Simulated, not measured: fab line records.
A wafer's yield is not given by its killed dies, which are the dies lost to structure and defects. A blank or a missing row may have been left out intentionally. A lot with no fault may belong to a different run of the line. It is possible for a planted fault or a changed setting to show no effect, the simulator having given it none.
Struck lot and sound lot, side by side | flow nandHarc | 39 out of 1159 route steps
Sound: wafers L994.3, L994.4, L994.6. The struck wafers were L102.1, L102.3, L102.6. Last of all comes the cause.
Order at every step that has rows: each side's tool, ch and its chambers, its first start. Under that, the readings that differ: sound wafers | struck wafers | difference of the means | sigmas: that difference in standard deviations of wafers without a fault.
alike: readings whose means differ by less than 2 such deviations, and words and numbers that are the same on both sides. not compared: withheld readings, readings that some wafer has no value for, bounds like >300 that may hide the same value, and numbers for which the record gives no deviation and whose values overlap.
The two part at a step that has a row with sigmas, a row that says differs or no value, or rows on one side only. Numbers that don't overlap but have no deviation are shown without sigmas and don't part them. A reading that every wafer of one side lacks parts them only if that side has two wafers or more.

NHARC_A_M0_CD_MEAS_09 targets a cd of 80 nm.
  sound on cdSem-03 ch 0, day 17 21:38; struck on cdSem-01 ch 0, day 20 10:53
  alike: cdNm
NHARC_A_M0_OVL_MEAS_10: pitch 160 nm.
  struck on overlay-02, day 20 10:59; sound on overlay-01, day 17 21:43
reading         | sound         | struck      | difference | sigmas
overlayXNm (nm) | -0.1 0.0 -0.3 | 1.7 2.0 1.7 | +1.9       | +3
  alike: overlayYNm
NHARC_A_M0_INSPECT_11:
  struck on defectInspect-02, day 20 11:01; sound on defectInspect-02, day 17 21:46
  alike: rawDefectCount
then, 1 step without rows for these wafers: NHARC_A_M0_DESCUM_14 (chemistry O2, time 3 s).
NHARC_A_M0_ETCH_34: etches the open film in N2/H2, target depth 40 nm, overetch 12 nm, time 43.94 s.
  sound on rieDiel-09 ch 1,3, day 17 21:55; struck on rieDiel-09 ch 0,1, day 20 11:10
  alike: drypumpMotorCurrentA, h2FlowSccm, mfcArSccm, oesProductAu, rfVppV, showerheadPlenumPTorr, throttleValvePct
  not compared: rfHoursCounterH
then, 1 step without rows for these wafers: NHARC_A_M0_ETCH_15 (etches the open film in C4F8/Ar, target depth 150 nm, overetch 15 nm, time 82.5 s).
NHARC_A_M0_CD_MEAS_16:
  struck on cdSem-01, day 20 11:22; sound on cdSem-01, day 17 22:07
  alike: cdNm
NHARC_A_M0_STRIP_18: strips in N2/H2.
  sound on rieDiel-09 ch 0,2, day 17 22:11; struck on rieDiel-09 ch 0,2,3, day 20 11:27
  alike: drypumpMotorCurrentA, h2FlowSccm, mfcArSccm, oesProductAu, rfVppV, showerheadPlenumPTorr, throttleValvePct
  not compared: rfHoursCounterH
then, 2 steps without rows for these wafers: NHARC_A_M0_STRIP_19 (strips in post etch residue remover, time 600 s); NHARC_A_M0_DEGAS_28 (time 60 s).
NHARC_A_M0_PRE_CLEAN_29: time 30 s.
  sound on pvdSputter-01; struck on pvdSputter-01
  alike: heaterPowerW
NHARC_A_M0_PVD_20: deposits TaN, target thk 5 nm, time 8.06 s.
  sound on pvdSputter-01; struck on pvdSputter-01
  alike: throttleValvePct
NHARC_A_M0_PVD_21: deposits Cu, target thk 30 nm, time 20.49 s.
  struck on pvdSputter-01, day 20 12:13; sound on pvdSputter-01, day 17 22:57
  alike: throttleValvePct
then, 16 steps without rows for these wafers: NHARC_A_M0_ECD_22 (material Cu, target thk 400 nm); NHARC_A_M0_ANNEAL_30 (time 90 s); NHARC_A_M0_CMP_23 (polishes, t overpolish 20 s, target thk 113.75 nm); NHARC_A_M0_SRD_25; NHARC_A_M0_PRE_CLEAN_31 (time 12 s); NHARC_A_M0_DEP_32 (deposits SiCN, target thk 30 nm); NHARC_A_M1_DEP_00 (deposits SiOC, target thk 182.5 nm); NHARC_A_M1_DEHYDRATE_01 (time 120 s); NHARC_A_M1_HMDS_02 (time 30 s); NHARC_A_M1_COAT_34 (time 65 s); NHARC_A_M1_COAT_03 (resist thk 90 nm); NHARC_A_M1_SOFTBAKE_04 (time 55 s); NHARC_A_M1_EBR_05; NHARC_A_M1_EXPOSE_06 (exposes mask A M1, target cd 120 nm); NHARC_A_M1_PEB_07 (peb time 65 s); NHARC_A_M1_DEVELOP_08 (develop time 35 s).
NHARC_A_M1_CD_MEAS_09 targets a cd of 120 nm.
  sound on cdSem-02 ch 0, day 18 01:41; struck on cdSem-01 ch 0, day 20 14:58
  alike: cdNm
NHARC_A_M1_OVL_MEAS_10: pitch 240 nm.
  struck on overlay-02, day 20 15:04; sound on overlay-01, day 18 01:46
  alike: overlayXNm, overlayYNm
NHARC_A_M1_DESCUM_14: chemistry O2, time 3 s.
  sound on rieDiel-03 ch 2,3, day 18 01:52; struck on rieDiel-01 ch 0,1,3, day 20 15:10
  alike: drypumpMotorCurrentA, mfcArSccm, oesProductAu, rfVppV, showerheadPlenumPTorr, throttleValvePct
  not compared: rfHoursCounterH
then, 2 steps without rows for these wafers: NHARC_A_M1_ETCH_35 (etches the open film in N2/H2, target depth 40 nm, overetch 12 nm, time 43.94 s); NHARC_A_M1_ETCH_15 (etches the open film in C4F8/Ar, target depth 182.5 nm, time 91.2 s).
NHARC_A_M1_CD_MEAS_16:
  struck on cdSem-01, day 20 15:28; sound on cdSem-03, day 18 02:10
  alike: cdNm
then, 3 steps without rows for these wafers: NHARC_A_M1_STRIP_18 (strips in N2/H2); NHARC_A_M1_ETCH_28 (etches the open film in CF4/N2, target depth 30 nm, time 72.99 s); NHARC_A_M1_STRIP_19 (strips in post etch residue remover, time 600 s).
NHARC_END_SORT_01:
  sound on prober-02 ch 0, day 19 16:43; struck on prober-01 ch 0, day 22 02:24
reading           | sound    | struck    | difference | sigmas
killedAtArray     | 24 20 24 | 102 83 85 | +67        | +6
killedAtPeriphery | 2 0 1    | 4 9 7     | +6         | +2
killedDies        | 26 20 26 | 107 93 93 | +74        | +6
  alike: killedAtOther, killedOpen, killedShort

## WHERE THEY PART
Last at NHARC_END_SORT_01 as far as this record goes, first at NHARC_A_M0_OVL_MEAS_10.

WHY: the cause the simulator had injected
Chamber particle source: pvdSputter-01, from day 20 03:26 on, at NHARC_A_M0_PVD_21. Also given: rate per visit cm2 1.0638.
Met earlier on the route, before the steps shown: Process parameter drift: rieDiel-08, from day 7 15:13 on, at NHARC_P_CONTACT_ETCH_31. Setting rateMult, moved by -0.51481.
